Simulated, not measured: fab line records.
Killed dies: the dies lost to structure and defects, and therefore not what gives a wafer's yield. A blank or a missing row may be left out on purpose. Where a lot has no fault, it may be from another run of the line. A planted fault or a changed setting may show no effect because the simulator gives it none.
Which tool was responsible? -- flow nand-harc -- 11 lots, 33 wafers sampled, at 6 steps of a route of 1302

## WHAT THE GAUGES SHOWED, per wafer
NHARC_A_M0_CD_MEAS_09: target cd 80 nm.
lot,measured,on,cd-nm (nm)
L244,day 22 17:01,cd-sem-03,77.9 78.8 80.3
L245,day 23 10:10,cd-sem-01,79.5 79.5 79.2
L250,day 25 15:35,cd-sem-02,78.9 79.2 79.5
L251,day 26 08:00,cd-sem-01,80.3 80.2 80.6
L253,day 26 19:51,cd-sem-03,80.7 79.7 80.5
L257,day 28 05:59,cd-sem-02,79.5 80.3 80.5
L260,day 30 02:32,cd-sem-02,78.4 78.4 79.7
L261,day 30 13:27,cd-sem-02,81.2 80.9 80.8
L263,day 30 17:08,cd-sem-03,79.1 78.0 78.7
L264,day 31 11:25,cd-sem-02,79.4 80.0 79.6
L265,day 31 22:08,cd-sem-03,79.7 79.9 79.8

NHARC_A_M0_OVL_MEAS_10: pitch 160 nm.
lot,measured,on,overlay-x-nm (nm),overlay-y-nm (nm)
L244,day 22 17:06,overlay-01,-0.9 -0.8 -1.1,0.1 -0.2 0.2
L245,day 23 10:15,overlay-02,0.1 -0.2 -0.3,-0.7 0.0 -0.8
L250,day 25 15:40,overlay-01,-0.3 -0.2 -0.5,-0.3 0.6 0.2
L251,day 26 08:05,overlay-02,-0.4 -0.8 -1.1,-1.4 -2.3 -1.9
L253,day 26 19:56,overlay-02,0.3 0.1 -0.3,0.1 0.4 0.3
L257,day 28 06:04,overlay-02,0.1 0.6 1.0,1.7 1.4 1.6
L260,day 30 02:37,overlay-01,-1.0 -1.0 -1.0,-0.7 -0.6 -0.2
L261,day 30 13:32,overlay-01,-0.2 -0.8 -0.7,0.3 -0.2 0.2
L263,day 30 17:13,overlay-01,-2.1 -1.8 -0.8,-0.5 -0.6 -0.9
L264,day 31 11:29,overlay-02,-1.6 -1.4 -1.7,-1.2 -1.0 -1.3
L265,day 31 22:13,overlay-02,-0.9 -1.4 -1.6,0.1 -0.5 -0.4

NHARC_A_M0_INSPECT_27.
lot,measured,on,raw-defect-count
L244,day 22 20:01,defect-inspect-02,635 702 554
L245,day 23 12:49,defect-inspect-01,530 705 560
L250,day 25 18:14,defect-inspect-01,3187 3137 3082
L251,day 26 10:39,defect-inspect-02,3235 3058 3202
L253,day 26 22:48,defect-inspect-02,3054 2976 2994
L257,day 28 08:40,defect-inspect-01,569 610 508
L260,day 30 05:11,defect-inspect-02,552 567 488
L261,day 30 16:07,defect-inspect-01,456 526 604
L263,day 30 19:47,defect-inspect-01,605 385 632
L264,day 31 14:05,defect-inspect-01,645 545 390
L265,day 32 00:48,defect-inspect-01,723 959 585

NHARC_END_SORT_01.
lot,measured,on,defect-limited-yield (%),killed-at-array,killed-at-other,killed-at-periphery,killed-dies,killed-open,killed-short,sort_bin_2_pct (%),sort_bin_3_pct (%),sort_bin_4_pct (%),sort-n-pass,sort-rim-yield-pct (%),sort-yield-pct (%)
L244,day 24 07:23,prober-02,94.5 92.2 91.7,30 49 46,1 0 1,6 4 9,37 53 56,2 4 4,5 4 2,1.9 2.7 3.1,0.4 0.6 0.4,3.1 4.6 4.7,640 624 621,89 91 93,94.5 92.2 91.7
L245,day 25 01:35,prober-01,92.6 93.4 92.5,50 44 49,0 0 0,0 1 2,50 45 51,1 5 2,1 3 1,2.8 2.2 1.9,0.1 0.4 0.6,4.4 4.0 5.0,627 632 626,92 94 88,92.6 93.4 92.5
L250,day 27 09:05,prober-02,0 0 0,674 671 671,2 1 1,1 5 5,677 677 677,3 2 4,3 1 1,5.0 3.7 4.3,89.4 91.3 90.0,5.6 5.0 5.8,0 0 0,0 0 0,0 0 0
L251,day 28 02:23,prober-02,0 0 0,670 671 670,2 2 0,5 4 7,677 677 677,5 3 6,3 2 2,3.0 3.2 3.7,91.6 92.2 88.5,5.5 4.6 7.8,0 0 0,0 0 0,0 0 0
L253,day 28 10:43,prober-02,0 0 0,676 672 673,0 3 2,1 2 2,677 677 677,1 3 6,3 2 4,1.0 2.4 1.6,95.1 93.9 96.3,3.8 3.7 2.1,0 0 0,0 0 0,0 0 0
L257,day 29 21:17,prober-01,90.4 91.6 89.2,59 53 64,1 1 2,5 3 7,65 57 73,3 3 4,3 1 1,4.1 2.5 3.4,0.4 0.7 0.9,5.0 5.2 6.5,612 620 604,85 86 88,90.4 91.6 89.2
L260,day 31 15:49,prober-01,88.2 85.2 88.6,75 93 74,0 1 1,5 6 2,80 100 77,5 6 2,5 3 4,5.0 6.6 3.2,0.7 1.5 0.9,6.1 6.6 7.2,597 577 600,86 79 77,88.2 85.2 88.6
L261,day 32 08:43,prober-01,90.4 87.7 87.9,63 76 78,0 0 0,2 7 4,65 83 82,2 2 4,1 1 0,3.2 3.5 5.8,1.2 1.3 0.7,5.2 7.4 5.6,612 594 595,84 86 83,90.4 87.7 87.9
L263,day 32 16:32,prober-01,93.8 93.2 90.4,40 46 63,2 0 0,0 0 2,42 46 65,2 1 4,3 4 2,1.9 3.1 4.6,0.7 0.4 0.7,3.5 3.2 4.3,635 631 612,88 88 89,93.8 93.2 90.4
L264,day 33 04:19,prober-02,91.9 89.2 94.2,48 65 32,4 3 3,3 5 4,55 73 39,3 3 4,2 7 1,2.5 3.7 2.5,0.4 0.7 0.4,5.2 6.4 2.8,622 604 638,91 92 90,91.9 89.2 94.2
L265,day 33 17:06,prober-02,90.4 91.3 92.8,62 57 46,0 0 0,3 2 3,65 59 49,3 2 2,4 1 4,3.8 3.0 3.2,0.7 1.3 0.7,5.0 4.4 3.2,612 618 628,86 89 89,90.4 91.3 92.8

## EACH LOT AND THE TOOL THAT RAN IT (in order: tool; ch and the chambers of the sampled wafers; start)
lot,NHARC_A_M0_DESCUM_14,NHARC_A_M0_CMP_23
L244,"rie-diel-11 ch 0,2,3, day 22 17:12","cmp-04 ch 0,1,3, day 22 19:35"
L245,"rie-diel-11 ch 0,1, day 23 10:21","cmp-02 ch 1,2, day 23 12:20"
L250,"rie-diel-10 ch 0,2,3, day 25 15:47","cmp-04 ch 1,2,3, day 25 17:49"
L251,"rie-diel-10 ch 0,2,3, day 26 08:11","cmp-04 ch 0,2,3, day 26 10:11"
L253,"rie-diel-11 ch 0,1,2, day 26 20:02","cmp-04 ch 1,2,3, day 26 22:20"
L257,"rie-diel-01 ch 0,1, day 28 06:10","cmp-02 ch 0,3, day 28 08:13"
L260,"rie-diel-10 ch 0,3, day 30 02:43","cmp-01 ch 1,2,3, day 30 04:47"
L261,"rie-diel-11 ch 1,2,3, day 30 13:38","cmp-04 ch 0,2,3, day 30 15:38"
L263,"rie-diel-11 ch 0,2,3, day 30 17:20","cmp-02 ch 0,1, day 30 19:21"
L264,"rie-diel-11 ch 0,3, day 31 11:35","cmp-04 ch 0,1, day 31 13:38"
L265,"rie-diel-11 ch 0,2,3, day 31 22:20","cmp-01 ch 0,3, day 32 00:19"
- NHARC_A_M0_DESCUM_14: chemistry O2, time 3 s.
- NHARC_A_M0_CMP_23: polishes, t overpolish 20 s, target thk 113.75 nm.

## AS READ BY THE TOOLS THEMSELVES (means over the sampled wafers that have a number; for cases with no such wafer, the mark the record gives instead)
NHARC_A_M0_DESCUM_14.
lot,tool,drypump-motor-current-A (A),o2-flow-sccm (sccm),oes-product-au (a.u.),rf-vpp-V (V),showerhead-plenum-p-Torr (Torr),throttle-valve-pct (%)
L244,rie-diel-11,5.9,199.1,1.006,57.6,1.89,11.330
L245,rie-diel-11,6.0,200.0,0.987,57.8,1.95,11.319
L250,rie-diel-10,5.7,199.6,1.008,56.9,1.92,11.303
L251,rie-diel-10,5.7,200.6,1.007,57.7,1.92,11.311
L253,rie-diel-11,5.8,199.7,0.997,56.9,1.88,11.315
L257,rie-diel-01,6.1,199.8,0.992,58.3,1.90,11.316
L260,rie-diel-10,6.0,200.4,1.009,57.7,1.91,11.313
L261,rie-diel-11,5.4,200.3,0.992,57.4,1.82,11.309
L263,rie-diel-11,5.9,199.9,0.995,57.1,1.88,11.305
L264,rie-diel-11,5.7,200.4,0.988,57.9,1.90,11.309
L265,rie-diel-11,5.9,200.8,1.002,57.6,1.88,11.310

NHARC_A_M0_CMP_23.
lot,tool,motor-current-A (A),time-to-endpoint-s (s)
L244,cmp-04,11.0,24.2
L245,cmp-02,11.6,31.6
L250,cmp-04,11.2,37.7
L251,cmp-04,11.6,37.3
L253,cmp-04,11.2,37.2
L257,cmp-02,12.8,27.0
L260,cmp-01,11.6,26.8
L261,cmp-04,11.6,26.0
L263,cmp-02,12.1,28.7
L264,cmp-04,11.2,28.2
L265,cmp-01,12.1,28.4

## THE ANSWER, worked out from the rows above alone
Rule: usual is defined by the lots themselves. Put in order of their means at a reading, lots are off if they are a third of the lots or fewer, leave a main group of 4 or more, and stand apart from it by a gap of 3 or more times the standard deviation of the main group's means; of several such gaps the widest counts. If all means in a main group match to the digits the tables above print for the reading, that group is not used. A lot without any number at a reading at which 4 lots or more have one is off too. All remaining lots with rows at the step are treated as sound. After the gauges, taken in route order, come the tools' own readings; for these a lot's mean is taken, as printed above. At the first step where some lot is off, the reading lying furthest off is the one used; lots without a number count as furthest.
Off: L250, L251, L253, at NHARC_A_M0_INSPECT_27 (raw-defect-count). For the main group the mean is 585 and the standard deviation 73.
If a tool, at a process step before that reading, ran all the lots that are off and no sound lot after the first of them, it fits. The gauges at NHARC_A_M0_INSPECT_27 aren't tried: what is off there is off at NHARC_END_SORT_01 too, on other tools, and a gauge's error can't cause that. No candidate that was tried fits.

## WHAT THE SIMULATOR HAD INSERTED
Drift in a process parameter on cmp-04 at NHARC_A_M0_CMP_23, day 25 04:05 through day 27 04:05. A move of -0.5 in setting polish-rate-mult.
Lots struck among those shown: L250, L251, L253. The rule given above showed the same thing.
